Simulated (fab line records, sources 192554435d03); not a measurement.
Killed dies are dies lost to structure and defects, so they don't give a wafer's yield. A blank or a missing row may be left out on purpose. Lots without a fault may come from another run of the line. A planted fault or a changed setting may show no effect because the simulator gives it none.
Problem report in the 8D (eight disciplines) form, filled by code | flow n5_finfet | the parts of the form that need people (team, actions taken, sign-off) are left out

1. THE PROBLEM
bias_w at N5_PMOS_HMC_CHANNEL_EPI_ETCH_32 reads a mean of 242.1 W on 6 wafers of 2 lots; wafers without a fault read 150.0 W with a standard deviation of 0.4. That is +99 or more standard deviations from the usual mean.
The step: etches BARC in N2/H2, stops on SiO2, target depth 85.8 nm, time 50.3 s.
First seen on wafer L631.2, day 2 11:13, on rie_diel-06. The record holds 35 wafers of 12 lots with a number at this step. Rule for "out", or "out of limits": more than 4 standard deviations from the usual mean. The other wafers with a number count as sound.

2. WHAT IT IS AND WHAT IT IS NOT
question                    | is                     | is not
which readings at this step | bias_w, rf_vpp_V       | drypump_motor_current_A, oes_product_au, throttle_valve_pct
which lots                  | L631, L633             | L628, L629, L630, L640, L641, L642, L645, L646, L648, L649
which wafers of those lots  | all that have a number | -
read on which tools         | rie_diel-06            | rie_diel-02, rie_diel-03
when                        | from day 2 11:13       | up to then (9 sound wafers); but 20 sound wafers of L640, L641, L642, L645, L646, L648, L649 came after

3. SUSPECTS, AND WHAT RULES EACH OUT
Counting: a tool at a process step up to the reading stays a suspect if it ran every lot that is out and no sound lot after the first of them.
- rtp_anneal-01 at N5_WELL_APT_RTA_34 (time 10 s): ruled out as a lasting fault. Sound lots L640, L641, L646, L649 ran on it after its first lot that is out, L631 (day 2 09:43).
- rie_diel-06 at N5_PMOS_HMC_CHANNEL_EPI_ETCH_32 (etches BARC in N2/H2, stops on SiO2, target depth 85.8 nm, time 50.3 s): kept. It ran every lot that is out, first L631 (day 2 11:13), and no sound lot after that; its last sound lot up to then is L630 (day 2 05:31). Its own readings are out on those wafers: bias_w, rf_vpp_V.
Left after counting: rie_diel-06 at N5_PMOS_HMC_CHANNEL_EPI_ETCH_32.

4. THE CAUSE (what the simulator had put in)
Process parameter drift: rie_diel-06, from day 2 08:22 on, at N5_PMOS_HMC_CHANNEL_EPI_ETCH_32. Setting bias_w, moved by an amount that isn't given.
Counting left only this tool.

5. THE CHAIN OF EFFECTS, in route order
Each row: a reading whose mean over the struck wafers that have a number lies more than 3 standard deviations from the usual. Only readings for which the record gives a usual standard deviation are gone through. hours: the time from each lot's start at the first step in this table that gives one to its start at this step, as a median over the lots. sigmas: the change in usual standard deviations.
hours | step                            | reading  | usual   | on struck wafers | change | sigmas
0     | N5_PMOS_HMC_CHANNEL_EPI_ETCH_32 | bias_w   | 150.0 W | 242.1            | +92.1  | +99 or more
0     | N5_PMOS_HMC_CHANNEL_EPI_ETCH_32 | rf_vpp_V | 524.3 V | 706.0            | +181.8 | +83
The process steps in it:
- N5_PMOS_HMC_CHANNEL_EPI_ETCH_32: etches BARC in N2/H2, stops on SiO2, target depth 85.8 nm, time 50.3 s.

6. WHAT WOULD HAVE CAUGHT IT SOONER
In this record the first reading out of limits was taken at day 2 11:13, 3 hours after the fault began at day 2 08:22.
